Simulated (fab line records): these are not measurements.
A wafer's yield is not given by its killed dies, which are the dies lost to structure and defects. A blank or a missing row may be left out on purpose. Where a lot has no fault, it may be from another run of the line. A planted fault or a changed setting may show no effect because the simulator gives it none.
A lot that was struck, set against a sound lot | flow n5 finfet | 40 steps out of a route of 1938
Sound: wafers L407.1, L407.2, L407.5. Struck: wafer L405.6 (left out: L405.4, a lot-mate that was not struck); the cause follows at the end.
Each step with rows lists, per side, the tool, then ch with its chambers, then its first start. Under that, the readings that differ: sound wafers | struck wafers | difference of the means | sigmas: that difference in standard deviations of wafers without a fault.
alike: readings whose means differ by less than 2 such deviations, and words and numbers that are the same on both sides. not compared: withheld readings, readings that some wafer has no value for, bounds like >300 that may hide the same value, and numbers for which the record gives no deviation and whose values overlap.
The two part at a step that has a row with sigmas, a row that says differs or no value, or rows on one side only. Numbers that have no deviation but don't overlap get no sigmas and don't part them. A reading that every wafer of one side lacks parts them only if that side has two wafers or more.

first, 9 steps without rows for these wafers: N5_FIN_SAQP_COAT_50 (time 60 s, resist thk 35 nm); N5_FIN_SAQP_COAT_10 (resist thk 90 nm); N5_FIN_SAQP_EBR_12; N5_FIN_SAQP_SOFTBAKE_11 (time 60 s); N5_FIN_SAQP_EXPOSE_13 (exposes mask FIN CORE, target cd 35.6 nm); N5_FIN_SAQP_PEB_14 (peb time 60 s); N5_FIN_SAQP_DEVELOP_15 (develop time 30 s); N5_FIN_SAQP_DESCUM_21 (chemistry O2, time 7.9 s); N5_FIN_SAQP_ETCH_51 (etches SiARC in CF4, target depth 45.5 nm, time 75.8 s).
N5_FIN_SAQP_ETCH_52: etches SOC in N2/H2, target depth 100 nm, overetch 20 nm, time 150 s.
  sound on rie diel-03 ch 0,1, day 5 16:39; struck on rie diel-04 ch 2, day 5 03:48
  reading                                     | sound             | struck | difference | sigmas
  model.etch.depth nm (nm)                    | 99.74 99.83 100.1 | 79.72  | -20.17     |
  model.SiARC_of_FIN_SAQP_COAT_50.thk nm (nm) | 28.95 29.22 29.18 | 31.2   | +2.1       |
  alike: drypump motor current A, oes product au, rf vpp V, showerhead plenum p Torr, temp c, throttle valve pct
  not compared: rf hours counter h
then, 1 step without rows for these wafers: N5_FIN_SAQP_STRIP_53 (strips in N2/H2).
N5_FIN_SAQP_HM_OPEN_73: chemistry CHF3/O2, target SiO2, stops on a-Si, target depth 12 nm, time 16.8 s.
  sound on rie diel-03 ch 0,1, day 5 16:46; struck on rie diel-04 ch 2, day 5 03:55
  reading                                     | sound             | struck | difference | sigmas
  model.SiARC_of_FIN_SAQP_COAT_50.thk nm (nm) | 4.748 5.682 5.675 | 7.089  | +1.721     |
  alike: drypump motor current A, oes_o_777_au, oes product au, rf vpp V, showerhead plenum p Torr, throttle valve pct
  not compared: rf hours counter h
then, 1 step without rows for these wafers: N5_FIN_SAQP_STRIP_74 (strips in CHF3/O2).
N5_FIN_SAQP_MANDREL_ETCH_22: etches a-Si in HBr/Cl2, stops on SiNx, target depth 60 nm, bt time 10 s, time 30 s.
  sound on rie si-03 ch 0,1,3, day 5 16:50; struck on rie si-03 ch 1, day 5 04:00
  reading                | sound             | struck | difference | sigmas
  oes product au (a.u.)  | 0.768 0.760 0.779 | 0.363  | -0.406     | -31
  throttle valve pct (%) | 35.33 35.22 35.28 | 36.17  | +0.89      | +5
  alike: drypump motor current A
  not compared: rf hours counter h
then, 5 steps without rows for these wafers: N5_FIN_SAQP_STRIP_55 (strips in N2/H2); N5_FIN_SAQP_STRIP_23 (strips in SPM, time 750 s); N5_FIN_SAQP_SRD_66 (time 30 s); N5_FIN_SAQP_RECESS_75 (chemistry HF/NH3, target SiO2, target depth 14.4 nm, afs cycles 3, sublimation time 60 s); N5_FIN_SAQP_SPACER1_ALD_24 (deposits SiO2, target thk 20.3 nm, pulse time 1 s, purge time 2 s).
N5_FIN_SAQP_SPACER1_ETCHBACK_25: etches SiO2 in CHF3/O2, target depth 24.4 nm, time 12.2 s.
  sound on rie diel-05 ch 0,1, day 5 18:27; struck on rie diel-03 ch 0, day 5 06:05
  reading               | sound          | struck | difference | sigmas
  oes product au (a.u.) | 0.83 0.72 0.72 | 0.28   | -0.48      | -6
  alike: drypump motor current A, oes_o_777_au, rf vpp V, showerhead plenum p Torr, throttle valve pct
  not compared: rf hours counter h
N5_FIN_SAQP_MANDREL1_REMOVE_56: chemistry HBr/Cl2/O2, target a-Si, stops on SiNx, bt time 10 s.
  sound on rie si-02 ch 2,3, day 5 18:32; struck on rie si-02 ch 3, day 5 06:11
  reading               | sound             | struck | difference | sigmas
  oes product au (a.u.) | 0.991 1.003 0.989 | 0.446  | -0.548     | -42
  alike: drypump motor current A, oes_o_777_au, throttle valve pct
  not compared: rf hours counter h
N5_FIN_SAQP_CD_MEAS_27 targets a cd of 20 nm.
  sound on cd sem-02 ch 0, day 5 18:39; struck on cd sem-01 ch 0, day 5 06:18
  not compared: cd nm
then, 15 steps without rows for these wafers: N5_FIN_SAQP_ETCH_57 (etches SiNx in CH3F/O2, target depth 32.5 nm, time 46.4 s); N5_FIN_SAQP_ETCH_65 (etches SiO2 in CF4, target depth 4 nm, time 4.4 s); N5_FIN_SAQP_MANDREL_ETCH_58 (etches a-Si in HBr/Cl2, stops on SiNx, target depth 45 nm, bt time 10 s, time 27 s); N5_FIN_SAQP_RECESS_63 (chemistry HF/NH3, target SiO2, target depth 18 nm, afs cycles 3, sublimation time 60 s); N5_FIN_SAQP_COAT_68 (time 60 s, resist thk 100 nm); N5_FIN_SAQP_ETCH_69 (etches SOC in N2/H2, stops on SiNx, target depth 150 nm); N5_FIN_SAQP_ETCH_67 (etches SiNx in CH3F/O2, target depth 30 nm); N5_FIN_SAQP_STRIP_70 (strips in N2/H2); N5_FIN_SAQP_RECESS_71 (chemistry HF/NH3, target SiO2, target depth 3 nm, afs cycles 1, sublimation time 60 s); N5_FIN_SAQP_SPACER2_ALD_28 (deposits SiO2, target thk 8.1 nm, pulse time 1 s, purge time 2 s); N5_FIN_SAQP_SPACER2_ETCHBACK_29 (etches SiO2 in CHF3/O2, target depth 12.2 nm, time 6.1 s); N5_FIN_SAQP_MANDREL2_REMOVE_60 (chemistry HBr/Cl2/O2, target a-Si, stops on SiNx, bt time 10 s); N5_FIN_SAQP_HM_OPEN_33 (chemistry CH3F/O2, target SiNx, target depth 49.4 nm, time 70.6 s); N5_FIN_SAQP_ETCH_34 (etches SiO2 in C4F6/O2, target depth 45 nm, time 15 s); N5_FIN_SAQP_STRIP_77 (strips in N2/H2, time 90 s).
N5_FIN_SAQP_INSPECT_40: inspects for defects (brightfield).
  sound on defect inspect-01 at day 5 20:55; struck on defect inspect-02 at day 5 08:33
  reading          | sound       | struck | difference | sigmas
  raw defect count | 383 386 388 | 943    | +557       | +7
N5_BEOL_M4_RC_MEAS_101:
  the record has rows for the sound wafers here (prober-01 ch 0, day 12 00:57) and none for the struck ones
-- record jumps: 10 days separate the struck wafers' starts on either side; left off in module BEOL_M4, taken up again in module PASSIVATION, whose first shown step is the route's number 1936 --
N5_PASSIVATION_PROBE_49:
  record: rows for the struck wafers here (prober-02, day 15 15:02), none for the sound ones

WHERE THEY PART
First at N5_FIN_SAQP_MANDREL_ETCH_22; last, within this record, at N5_PASSIVATION_PROBE_49.

WHY: what the simulator had put in
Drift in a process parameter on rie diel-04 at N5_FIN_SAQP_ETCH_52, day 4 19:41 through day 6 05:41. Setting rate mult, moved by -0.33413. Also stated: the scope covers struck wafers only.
